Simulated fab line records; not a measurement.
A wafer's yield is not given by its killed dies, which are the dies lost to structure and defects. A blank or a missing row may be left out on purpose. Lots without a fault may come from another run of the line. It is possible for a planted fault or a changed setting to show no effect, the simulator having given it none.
Matching of chambers ; flow n5-finfet ; N5_BEOL_M10_DESCUM_16 on rie-diel-02: 4 sister chambers
The step chemistry O2, time 7.9 s. 4 wafers are shown with their chamber, then 8 later ones without.

== WAFERS, EACH WITH ITS CHAMBER ==
wafer;chamber;showerhead-plenum-p-Torr (Torr)
L081.6;3;2.17
L083.4;1;2.10
L083.6;2;1.98
L085.2;0;1.99

== WAFERS MISSING THEIR CHAMBER ==
wafer;showerhead-plenum-p-Torr (Torr)
L085.5;1.98
L085.6;2.17
L092.3;1.99
L092.5;2.09
L092.6;2.17
L095.2;2.16
L095.5;1.98
L095.6;2.08

== EACH ONE'S CHAMBER ==
wafer;from the rows above;in truth
L085.5;can't be placed: 2 or 0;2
L085.6;3;3
L092.3;can't be placed: 0 or 2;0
L092.5;1;1
L092.6;3;3
L095.2;3;3
L095.5;can't be placed: 2 or 0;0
L095.6;1;1
Correct placement for 5 of the 8. From these rows, 3 cannot be placed; in 3 the true chamber is one of the candidates. Number placed wrongly: 0.
How it was worked out, from the rows above alone: a wafer's distance from a chamber is the root of the sum, over the readings, of the square of ((its reading less the chamber's mean) divided by the reading's scatter). The wafer belongs to the nearest chamber; if the next one is less than 2 further off, it can't be placed. For every chamber, the mean is computed from those of its wafers that are shown. The scatter (one wafer shown for each chamber): square how far every hidden wafer sits from the nearest shown wafer, average those squares and take the square root.
